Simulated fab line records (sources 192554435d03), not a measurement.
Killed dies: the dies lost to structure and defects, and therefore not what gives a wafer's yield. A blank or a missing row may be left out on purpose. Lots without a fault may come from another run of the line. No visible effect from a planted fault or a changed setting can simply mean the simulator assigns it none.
fab line records	flow n5Finfet
record lots=5	wafers=14	lastDay=18
route steps=1938 shown BEOL_M0_CUTY@708 BEOL_M0@715 BEOL_M4@1111 PASSIVATION@1936
lots untouched by any fault: they come from a run of this same line in which no faults occurred
startH: hours from the record's opening day to when the first of the lot's shown wafers began	waitH: time in hours since the lot's previous step	" as in the row above	L1.1+2: a row that stands for several wafers	- no value present, or no start provided	* or withheld: withheld	< > ~ a bound
route shown NAME@n: a module of which the file shows steps, and the number in the route of the first	usual: mean and standard deviation over wafers with no fault	same: alike in all rows	chamber/n: place in a boat	sites: per-site readings	_std_site: the standard deviation of these	_edge_site: outer sites' mean less inner sites'	radiusMm: how far each site lies from the wafer's centre	mask NAME#n: copy n	behind: the tool/chamber that last shaped the wafer	hold: the reason the lot was held/the length of the hold in hours/how it ended	device: the transistor (n, p or np) that didn't switch	end of line: tests run on the same wafers once the route is complete	for a step that has no rows: nothing shown but its recipe	killed: count of dies lost to structure and defects at first sort (not the wafer's yield)	map: a wafer's dies, x killed, . not, _ none there
set.NAME: the setting that was run; set.NAME@STEP: the one run at that earlier step	model.NAME: the simulator's own value behind a step, which no gauge read
lots at some steps of the route; a table a step, a row a wafer
services: from which hour (startH, from the record's first day; less than 0 if before it) a tool's chamber was out of use, for how many hours, and why
## steps
# step N5_BEOL_M0_CUTY_CD_MEAS_57
# recipe targetCdNm=200	landingEnergyEv=500	detector=seInlens	polarity=line
# usual cdNm=200.1/0.82
lot.wafer	tool	chamber	startH	waitH	cdNm
L616.1	cdSem-02	0	143.42	-	199.3
L616.4	"	0	"	"	199.3
L616.5	"	0	"	"	199.6
L620.2	cdSem-03	0	168.00	-	200.1
L620.3	"	0	"	"	200.1
L620.5	"	0	"	"	201.0
L626.2	cdSem-02	0	203.46	-	199.6
L626.4	"	0	"	"	199.0
L627.3	cdSem-02	0	211.17	-	202.3
L627.4	"	0	"	"	200.7
L627.6	"	0	"	"	201.7
L630.1	cdSem-03	0	233.15	-	201.5
L630.2	"	0	"	"	200.4
L630.4	"	0	"	"	201.6
# step N5_BEOL_M0_CUTY_OVL_MEAS_58
# recipe pointsPerWafer=44
# usual M0_ABLK_OVL=-0.2/0.71
lot.wafer	tool	chamber	startH	waitH	M0_ABLK_OVL[nm]
L616.1	overlay-02	0	143.45	0.0	0.2
L616.4	"	0	"	"	1.1
L616.5	"	0	"	"	-0.3
L620.2	overlay-01	0	168.03	0.0	-0.6
L620.3	"	0	"	"	0.2
L620.5	"	0	"	"	-0.7
L626.2	overlay-02	0	203.49	0.0	-0.9
L626.4	"	0	"	"	-0.2
L627.3	overlay-02	0	211.20	0.0	-0.5
L627.4	"	0	"	"	-2.0
L627.6	"	0	"	"	-0.8
L630.1	overlay-01	0	233.18	0.0	-0.1
L630.2	"	0	"	"	-0.5
L630.4	"	0	"	"	-0.6
# step N5_BEOL_M0_CUTY_INSPECT_59
# recipe mode=adi	inspectInstrument=macro
# usual rawDefectCount=2.2/1.5
lot.wafer	tool	chamber	startH	waitH	rawDefectCount
L616.1	defectInspect-02	-	143.48	0.0	2
L616.4	"	-	"	"	4
L616.5	"	-	"	"	3
L620.2	defectInspect-02	-	168.06	0.0	2
L620.3	"	-	"	"	0
L620.5	"	-	"	"	2
L626.2	defectInspect-02	-	203.52	0.0	3
L626.4	"	-	"	"	5
L627.3	defectInspect-01	-	211.22	0.0	4
L627.4	"	-	"	"	2
L627.6	"	-	"	"	2
L630.1	defectInspect-02	-	233.20	0.0	3
L630.2	"	-	"	"	1
L630.4	"	-	"	"	3
# step N5_BEOL_M0_CUTY_DESCUM_61
# recipe chemistry=O2	timeS=7.9	sourcePowerW=50	biasPowerW=20	pressureMtorr=20	rfFrequencyHz=2.712e+07	tempC=40	resist=CAR-ArF-block	o2FlowSccm=225
# step N5_BEOL_M0_CUTY_ETCH_62
# recipe chemistry=CF4	target=SiARC	maskMaterial=CAR-ArF-block	timeS=58.5	ionEnergyEv=80	pressureMtorr=40	sourceW=545	biasW=36	Ar_flow_sccm=100	cf4FlowSccm=100	ends=cleared
# usual drypumpMotorCurrentA=5.8/0.39	etchRfOnTimeS=59.2/1.3	oesProductAu=0.63/0.074	rfFwdPowerW=536.9/2.1	rfVppV=183.9/1.1	showerheadPlenumPTorr=2.13/0.078	throttleValvePct=15.73/0.23
lot.wafer	tool	chamber	startH	waitH	drypumpMotorCurrentA	etchRfOnTimeS	oesProductAu	rfFwdPowerW	rfHoursCounterH	rfVppV	showerheadPlenumPTorr	throttleValvePct
L616.1	rieDiel-03	1	143.55	0.0	6.1	59.1	0.58	539.8	265	183.8	2.12	15.56
L616.4	"	1	"	"	6.1	59.2	0.58	540.0	-	181.9	2.12	15.57
L616.5	"	0	"	"	6.2	59.9	0.60	537.3	-	184.1	2.22	15.86
L620.2	rieDiel-03	0	168.13	0.0	6.1	60.4	0.59	536.2	200	185.9	2.22	15.88
L620.3	"	2	"	"	5.2	58.6	0.58	536.0	248	183.9	2.11	15.93
L620.5	"	0	"	"	6.2	60.0	0.59	535.4	-	184.8	2.22	15.89
L626.2	rieDiel-03	2	203.59	0.0	5.2	58.7	0.57	535.5	264	182.4	2.11	15.98
L626.4	"	0	"	"	6.2	60.1	0.58	538.1	-	184.2	2.21	15.92
L627.3	rieDiel-05	0	211.29	0.0	6.1	58.2	0.59	537.4	247	182.4	2.03	15.63
L627.4	"	3	"	"	6.1	58.0	0.61	535.2	213	182.1	2.03	15.66
L627.6	"	1	"	"	5.5	61.6	0.57	538.4	-	184.4	2.11	15.89
L630.1	rieDiel-03	2	233.28	0.0	5.2	58.2	0.84	536.8	1	184.2	2.11	15.45
L630.2	"	1	"	"	6.1	59.0	0.81	540.0	11	183.7	2.10	15.04
L630.4	"	3	"	"	5.1	60.3	0.59	535.6	208	183.6	2.04	15.96
# step N5_BEOL_M0_CUTY_ETCH_63
# recipe chemistry=N2/H2	target=SOC	targetDepthA=827	overetchA=165	maskMaterial=SiARC	tempC=40	ionEnergyEv=200	timeS=124	pressureMtorr=30	sourceW=840	biasW=150	n2FlowSccm=200	h2FlowSccm=200
# step N5_BEOL_M0_CUTY_STRIP_64
# recipe chemistry=N2/H2	tempC=40	n2FlowSccm=200	h2FlowSccm=200	rfFrequencyHz=6e+07
# step N5_BEOL_M0_ETCH_138
# recipe chemistry=CH3F/O2	targetDepthA=120	target=SiCN	timeS=31.6	ionEnergyEv=120	pressureMtorr=30	sourceW=395	biasW=75	Ar_flow_sccm=150	CH3F_flow_sccm=30	O2_flow_sccm=20	ends=cleared
# step N5_BEOL_M0_HM_OPEN_105
# recipe chemistry=Cl2/BCl3	targetDepthA=120	target=TiN	ionEnergyEv=150	pressureMtorr=10	icpW=1000	biasW=126	Cl2_flow_sccm=53.25	bcl3FlowSccm=21.75	Ar_flow_sccm=25
# usual drypumpMotorCurrentA=6.02/0.26	oes_ar_750_au=0.80/0.13	oesProductAu=0.80/0.12	rfFwdPowerW=996/3.1	throttleValvePct=21.84/0.17
lot.wafer	tool	chamber	startH	waitH	drypumpMotorCurrentA	oes_ar_750_au	oesProductAu	rfFwdPowerW	rfHoursCounterH	throttleValvePct
L616.1	rieMetal-03	1	144.97	1.2	5.96	0.59	0.58	999	139	22.03
L616.4	"	0	"	"	5.87	0.87	0.85	999	-	22.07
L616.5	"	0	"	"	5.87	0.86	0.85	996	-	22.06
L620.2	rieMetal-02	1	168.40	0.1	6.26	0.66	0.66	993	92	21.70
L620.3	"	0	"	"	5.64	0.94	0.92	998	-	21.87
L620.5	"	0	"	"	5.63	0.94	0.93	993	-	21.87
L626.2	rieMetal-02	1	204.30	0.5	6.28	0.65	0.66	998	95	21.70
L626.4	"	0	"	"	5.65	0.92	0.92	996	-	21.86
L627.3	rieMetal-03	1	212.12	0.6	5.93	0.95	0.94	994	-	21.71
L627.4	"	0	"	"	5.84	0.83	0.83	999	-	22.07
L627.6	"	0	"	"	5.85	0.83	0.83	998	-	22.07
L630.1	rieMetal-03	0	234.39	0.9	5.86	0.83	0.82	997	29	22.07
L630.2	"	1	"	"	5.95	0.92	0.92	1000	5	21.72
L630.4	"	1	"	"	5.93	0.92	0.92	993	-	21.71
# step N5_BEOL_M0_STRIP_140
# recipe chemistry=CF4	resist=SiARC	powerW=300	biasPowerW=75	pressureMtorr=50	cf4FlowSccm=150	rfFrequencyHz=6e+07
# usual drypumpMotorCurrentA=5.8/0.4	oesProductAu=0.76/0.094	rfFwdPowerW=292.7/0.85	rfVppV=270.8/1.7	showerheadPlenumPTorr=1.80/0.062	throttleValvePct=13.65/0.28
lot.wafer	tool	chamber	startH	waitH	drypumpMotorCurrentA	oesProductAu	rfFwdPowerW	rfHoursCounterH	rfVppV	showerheadPlenumPTorr	throttleValvePct
L616.1	rieDiel-01	2	145.16	0.1	5.5	0.91	293.6	27	272.1	1.83	13.32
L616.4	"	2	"	"	5.6	0.90	292.5	-	273.4	1.83	13.32
L616.5	"	0	"	"	5.2	0.80	291.4	-	272.5	1.89	13.54
L620.2	rieDiel-03	1	168.57	0.1	6.1	0.66	292.5	280	269.8	1.77	13.65
L620.3	"	0	"	"	6.2	0.69	292.6	201	272.2	1.86	13.90
L620.5	"	0	"	"	6.2	0.70	292.0	-	273.4	1.86	13.90
L626.2	rieDiel-05	2	204.48	0.1	6.1	0.73	291.8	181	271.9	1.85	13.78
L626.4	"	1	"	"	5.5	0.68	291.7	237	270.2	1.78	13.92
L627.3	rieDiel-05	3	212.40	0.2	6.1	0.71	293.4	213	267.9	1.72	13.73
L627.4	"	1	"	"	5.5	0.66	291.2	241	267.6	1.78	13.95
L627.6	"	1	"	"	5.5	0.68	293.2	-	268.6	1.78	13.90
L630.1	rieDiel-01	1	234.62	0.2	6.1	0.84	293.1	57	270.6	1.80	13.23
L630.2	"	2	"	"	5.5	0.84	292.4	62	270.7	1.82	13.40
L630.4	"	3	"	"	5.7	0.86	291.6	30	272.9	1.92	13.82
# step N5_BEOL_M0_STRIP_104
# recipe chemistry=N2/H2	powerW=450	tempC=40	pressureMtorr=20	rfFrequencyHz=6e+07	overashFraction=0.3	biasPowerW=7	h2Frac=0.5	n2FlowSccm=200	h2FlowSccm=200
# usual drypumpMotorCurrentA=5.8/0.4	oesProductAu=0.76/0.099	rfVppV=59.4/1.5	showerheadPlenumPTorr=2.53/0.097	throttleValvePct=23.59/0.2
lot.wafer	tool	chamber	startH	waitH	drypumpMotorCurrentA	oesProductAu	rfHoursCounterH	rfVppV	showerheadPlenumPTorr	throttleValvePct
L616.1	rieDiel-01	2	145.18	0.0	5.6	0.90	28	56.8	2.59	23.52
L616.4	"	2	"	"	5.5	0.91	-	57.3	2.60	23.51
L616.5	"	0	"	"	5.2	0.81	-	59.1	2.67	23.50
L620.2	rieDiel-03	1	168.59	0.0	6.1	0.66	280	61.0	2.50	23.59
L620.3	"	0	"	"	6.2	0.70	201	60.1	2.62	23.79
L620.5	"	0	"	"	6.2	0.71	-	60.0	2.62	23.78
L626.2	rieDiel-05	2	204.50	0.0	6.1	0.72	181	58.6	2.63	23.76
L626.4	"	1	"	"	5.5	0.66	237	59.3	2.48	23.63
L627.3	rieDiel-05	3	212.42	0.0	6.1	0.72	213	58.9	2.40	23.42
L627.4	"	1	"	"	5.5	0.67	241	59.1	2.48	23.65
L627.6	"	1	"	"	5.5	0.66	-	60.7	2.48	23.64
L630.1	rieDiel-01	1	234.64	0.0	6.1	0.84	57	60.9	2.58	23.47
L630.2	"	2	"	"	5.6	0.84	62	62.3	2.58	23.57
L630.4	"	3	"	"	5.6	0.88	30	61.2	2.70	24.00
# step N5_BEOL_M0_WET_ETCH_106
# recipe chemistry=DHF	dilution=10:1	tempC=25	target=SiO2	targetDepthA=1300	dry=ipaMarangoni	rinseTimeS=30	rinseTempC=23
# step N5_BEOL_M0_ETCH_128
# recipe chemistry=CF4/N2	targetDepthA=120	overetchA=51	target=SiCN	timeS=21.4	ionEnergyEv=150	pressureMtorr=40	sourceW=430	biasW=70	Ar_flow_sccm=100	cf4FlowSccm=60	n2FlowSccm=60
# usual drypumpMotorCurrentA=5.7/0.4	oesProductAu=0.54/0.061	rfFwdPowerW=425.2/1.4	rfVppV=382.8/2.2	showerheadPlenumPTorr=2.23/0.083	throttleValvePct=15.46/0.25
lot.wafer	tool	chamber	startH	waitH	drypumpMotorCurrentA	oesProductAu	rfFwdPowerW	rfHoursCounterH	rfVppV	showerheadPlenumPTorr	throttleValvePct	model.TiN_of_BEOL_M0_SAQP_HM_DEP_02.thkNm
L616.1	rieDiel-05	2	145.47	0.2	6.2	0.52	423.1	167	384.6	2.28	15.61	10.8
L616.4	"	3	"	"	6.1	0.51	425.0	197	379.2	2.10	15.43	11.2
L616.5	"	1	"	"	5.5	0.48	426.9	-	380.6	2.17	15.63	11.2
L620.2	rieDiel-03	2	168.89	0.2	5.2	0.46	422.6	249	381.9	2.18	15.75	11
L620.3	"	0	"	"	6.2	0.49	423.6	201	382.5	2.28	15.68	10.8
L620.5	"	2	"	"	5.2	0.47	425.7	-	381.3	2.18	15.78	11
L626.2	rieDiel-05	0	204.62	0.0	6.1	0.47	425.1	244	380.1	2.09	15.43	10.2
L626.4	"	2	"	"	6.1	0.51	423.6	181	384.7	2.28	15.65	10
L627.3	rieDiel-01	2	212.88	0.3	5.5	0.59	426.7	55	382.7	2.23	15.21	11.2
L627.4	"	0	"	"	5.1	0.54	423.6	113	386.0	2.31	15.41	10.8
L627.6	"	0	"	"	5.1	0.55	424.8	-	385.0	2.31	15.41	11.2
L630.1	rieDiel-01	3	235.55	0.7	5.7	0.59	427.2	30	386.7	2.35	15.68	11
L630.2	"	1	"	"	6.1	0.59	424.6	57	382.5	2.24	15.18	11
L630.4	"	0	"	"	5.2	0.53	425.8	120	384.8	2.30	15.43	10.8
# step N5_BEOL_M0_TRENCH_ETCH_107
# recipe chemistry=C4F6/O2	targetDepthA=328	target=SiOC	timeS=16.4	ionEnergyEv=250	pressureMtorr=30	sourceW=355	biasW=185	Ar_flow_sccm=300	C4F6_flow_sccm=10	O2_flow_sccm=10
# usual drypumpMotorCurrentA=5.8/0.4	oes_ar_750_au=0.78/0.089	oesProductAu=0.78/0.096	rfFwdPowerW=348.0/1.7	rfVppV=667/15	showerheadPlenumPTorr=2.87/0.11	throttleValvePct=20.88/0.24
lot.wafer	tool	chamber	startH	waitH	drypumpMotorCurrentA	oes_ar_750_au	oesProductAu	rfFwdPowerW	rfHoursCounterH	rfVppV	showerheadPlenumPTorr	throttleValvePct	model.TiN_of_BEOL_M0_SAQP_HM_DEP_02.thkNm
L616.1	rieDiel-05	2	145.51	0.0	6.1	0.74	0.74	345.2	167	681	2.95	21.06	9.6
L616.4	"	3	"	"	6.1	0.73	0.72	347.4	197	643	2.70	20.72	10
L616.5	"	1	"	"	5.5	0.68	0.68	348.2	-	653	2.80	20.96	9.8
L620.2	rieDiel-03	2	168.94	0.0	5.2	0.68	0.68	345.4	249	661	2.83	21.29	9.6
L620.3	"	0	"	"	6.2	0.70	0.69	348.8	201	673	2.94	21.07	9.6
L620.5	"	2	"	"	5.2	0.69	0.68	346.8	-	660	2.83	21.28	9.8
L626.2	rieDiel-05	0	204.66	0.0	6.1	0.70	0.70	346.2	244	644	2.70	20.79	8.8
L626.4	"	2	"	"	6.1	0.73	0.73	346.4	181	681	2.94	21.09	8.6
L627.3	rieDiel-01	2	212.93	0.0	5.5	0.85	0.86	347.8	55	682	2.88	20.64	9.8
L627.4	"	0	"	"	5.2	0.77	0.77	347.2	113	676	2.96	20.80	9.4
L627.6	"	0	"	"	5.2	0.76	0.77	346.5	-	674	2.96	20.79	9.8
L630.1	rieDiel-01	3	235.59	0.0	5.7	0.88	0.88	348.8	30	657	3.03	21.22	9.6
L630.2	"	1	"	"	6.1	0.85	0.87	346.6	57	684	2.90	20.71	9.6
L630.4	"	0	"	"	5.2	0.76	0.77	348.5	120	674	2.96	20.82	9.6
# step N5_BEOL_M0_STRIP_142
# recipe chemistry=N2/H2	timeS=10	powerW=450	tempC=40	pressureMtorr=20	rfFrequencyHz=6e+07	biasPowerW=7	n2FlowSccm=200	h2FlowSccm=200
# usual drypumpMotorCurrentA=5.8/0.41	oesProductAu=0.78/0.094	rfVppV=59.3/0.87	showerheadPlenumPTorr=2.56/0.1	throttleValvePct=23.61/0.21
lot.wafer	tool	chamber	startH	waitH	drypumpMotorCurrentA	oesProductAu	rfHoursCounterH	rfVppV	showerheadPlenumPTorr	throttleValvePct
L616.1	rieDiel-05	2	145.54	0.0	6.1	0.75	167	59.5	2.64	23.75
L616.4	"	3	"	"	6.1	0.74	197	58.9	2.41	23.40
L616.5	"	1	"	"	5.5	0.68	-	58.0	2.49	23.63
L620.2	rieDiel-03	2	168.96	0.0	5.2	0.69	249	58.2	2.49	23.72
L620.3	"	0	"	"	6.2	0.70	201	60.6	2.62	23.80
L620.5	"	2	"	"	5.2	0.69	-	57.2	2.49	23.70
L626.2	rieDiel-05	0	204.69	0.0	6.1	0.69	244	59.4	2.39	23.56
L626.4	"	2	"	"	6.1	0.73	181	61.1	2.63	23.77
L627.3	rieDiel-01	2	212.95	0.0	5.5	0.86	55	59.2	2.58	23.56
L627.4	"	0	"	"	5.1	0.79	113	58.5	2.66	23.54
L627.6	"	0	"	"	5.1	0.78	-	59.3	2.66	23.54
L630.1	rieDiel-01	3	235.61	0.0	5.7	0.89	30	58.7	2.71	24.01
L630.2	"	1	"	"	6.1	0.86	57	60.7	2.58	23.44
L630.4	"	0	"	"	5.2	0.78	120	58.8	2.65	23.55
# step N5_BEOL_M4_RC_MEAS_101
# usual DIBL_N=36.3/2.2	DIBL_P=36.0/2.4	IOFF_N=0.16/0.042	IOFF_P=0.22/0.041	ION_N=672/14	ION_P=462/7.9	SS_N=71.7/0.76	SS_P=73.3/0.72	VT_N=250/3.6	VT_P=-249/3
lot.wafer	tool	chamber	startH	waitH	DIBL_N[mV/V]	DIBL_P[mV/V]	IOFF_N[nA/um]	IOFF_P[nA/um]	ION_N[uA/um]	ION_P[uA/um]	SS_N[mV/dec]	SS_P[mV/dec]	VT_N[mV]	VT_P[mV]
L616.1	prober-02	0	194.70	0.0	38.5	37.0	0.20	0.26	686	468	71.7	73.8	243	-248
L616.4	"	0	"	"	33.8	30.4	0.11	0.15	649	450	70.4	72.4	253	-252
L616.5	"	0	"	"	35.6	34.4	0.14	0.20	681	464	70.5	72.6	249	-248
L620.2	prober-01	0	213.40	0.2	36.4	35.8	0.16	0.19	675	461	72.1	73.4	250	-252
L620.3	"	0	"	"	38.8	37.8	0.19	0.22	665	451	73.4	73.6	250	-250
L620.5	"	0	"	"	36.6	36.4	0.17	0.22	664	452	72.7	74.1	248	-251
L626.2	prober-02	0	249.84	0.2	36.3	37.3	0.21	0.30	674	472	72.5	73.7	247	-243
L626.4	"	0	"	"	31.3	31.8	0.11	0.19	669	470	71.0	72.7	252	-251
L627.3	prober-01	0	285.80	0.3	34.3	31.1	0.11	0.15	652	451	70.7	73.0	254	-255
L627.4	"	0	"	"	42.5	39.2	0.32	0.30	680	469	74.0	74.4	243	-246
L627.6	"	0	"	"	38.5	36.7	0.19	0.24	682	466	72.0	74.3	246	-248
L630.1	prober-01	0	312.88	0.0	34.6	35.6	0.13	0.21	664	464	71.9	72.9	252	-247
L630.2	"	0	"	"	38.1	40.4	0.21	0.32	690	474	71.6	74.2	246	-244
L630.4	"	0	"	"	34.2	35.2	0.12	0.21	660	467	70.9	72.6	253	-250
# step N5_PASSIVATION_PROBE_49
# usual defectLimitedYield=91.3/1.7	killed_at_M0_to_M3=33/9.9	killed_at_M4_up=14/6.4	killedAtContacts=12/7	killedAtFrontEnd=41/13	killedAtOther=3.1/2.9	killedDies=103/20	killedOpen=67/14	killedShort=34/9.4	sort_bin_4_leakage=0.03/0.24	sort_bin_5_function=5.1/1.1	sort_bin_6_memory=3.2/0.79	sort_bin_8_speed=0.02/0.15	sortNPass=1077/21	sortYieldPct=91.2/1.7
# same grossDies=1180	killedAtBackSide=0
lot.wafer	tool	chamber	startH	waitH	defectLimitedYield[%]	killed_at_M0_to_M3	killed_at_M4_up	killedAtContacts	killedAtFrontEnd	killedAtOther	killedDies	killedOpen	killedShort	sort_bin_4_leakage[%]	sort_bin_5_function[%]	sort_bin_6_memory[%]	sort_bin_8_speed[%]	sortNPass	sortYieldPct[%]
L616.1	prober-02	-	290.51	0.5	91.8	33	13	22	28	1	97	73	24	0	5.6	2.5	0	1083	91.8
L616.4	prober-02	-	290.66	0.7	90.8	33	14	12	42	7	108	73	35	0	5.5	3.6	0	1072	90.8
L616.5	prober-02	-	290.71	0.7	93.3	22	11	11	22	13	79	56	23	0	4.0	2.4	0	1101	93.3
# killed by level:class
L616.1 MOL_CONTACT_COAG:geometricParticle:open=18 STI_FIN_REVEAL:geometricParticle:open=11 BEOL_M4:geometricParticle:open=9 BEOL_M3:geometricParticle:open=7 BEOL_M1:geometricParticle:open=7 BEOL_M0_SAQP:geometricParticle:open=6 BEOL_M0_SAQP:geometricParticle:short=4 MOL_CONTACT_COAG:geometricParticle:short=4
L616.4 FIN_SAQP:geometricParticle:short=14 STI_FIN_REVEAL:geometricParticle:open=10 MOL_CONTACT_COAG:geometricParticle:open=9 BEOL_M1:geometricParticle:open=8 BEOL_M2:geometricParticle:open=8 FIN_SAQP:geometricParticle:open=7 BEOL_M0_SAQP:geometricParticle:open=5 BEOL_M4:geometricParticle:open=5
L616.5 MOL_CONTACT_COAG:geometricParticle:open=11 BEOL_M4:geometricParticle:open=8 BEOL_M3:geometricParticle:open=7 BEOL_M1:geometricParticle:open=5 STI_FIN_REVEAL:geometricParticle:open=4 BEOL_M0_SAQP:geometricParticle:open=4 PASS1_CAP:geometricParticle:short=4 STARTING-WAFER:geometricParticle:open=4
## services
tool	chamber	startH	hours	kind
rieMetal-03	-	129.22	1.4	pm
rieDiel-01	3	137.47	-	clean
rieDiel-01	3	137.47	-	consumableReplace:focusRing
rieDiel-01	3	137.47	-	consumableReplace:showerhead
rieDiel-01	3	137.47	16.5	scheduledDown
rieDiel-01	3	137.47	16.5	ventCycle
rieDiel-05	-	147.61	14.6	pm
rieMetal-03	1	162.41	-	clean
rieMetal-03	1	162.41	16.8	scheduledDown
rieDiel-05	0	175.21	1.2	repair
rieDiel-03	1	192.64	-	clean
rieDiel-03	1	192.64	-	consumableReplace:focusRing
rieDiel-03	1	192.64	15.9	scheduledDown
rieDiel-03	1	192.64	15.9	ventCycle
rieDiel-03	2	208.58	-	clean
rieDiel-03	2	208.58	-	consumableReplace:focusRing
rieDiel-03	2	208.58	19.2	scheduledDown
rieDiel-03	2	208.58	19.2	ventCycle
rieDiel-01	-	216.73	1.2	repair
rieDiel-05	0	218.65	-	clean
rieDiel-05	0	218.65	-	consumableReplace:focusRing
rieDiel-05	0	218.65	-	consumableReplace:showerhead
rieMetal-02	-	221.84	2.8	pm
rieMetal-03	-	230.33	0.4	repair
## key
firstSign none at tools or gauges
modelEffect step=N5_BEOL_M0_ETCH_128	value=TiN_of_BEOL_M0_SAQP_HM_DEP_02.thkNm	without=10.7	struck=10.1
modelEffect step=N5_BEOL_M0_TRENCH_ETCH_107	value=TiN_of_BEOL_M0_SAQP_HM_DEP_02.thkNm	without=9.3	struck=8.7
metAt N5_BEOL_M0_ETCH_128
struckWafers L626.2,L626.4
onsetBetween 145.47 204.62
alsoFits N5_BEOL_M0_HM_OPEN_105:rieMetal-02
fault kind=processParameterDrift	tool=rieDiel-05	chamber=-	onsetH=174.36	steps=N5_BEOL_M0_ETCH_128	channel=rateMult	offset=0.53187	shape=step	endH=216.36	scope=struckWafersOnly
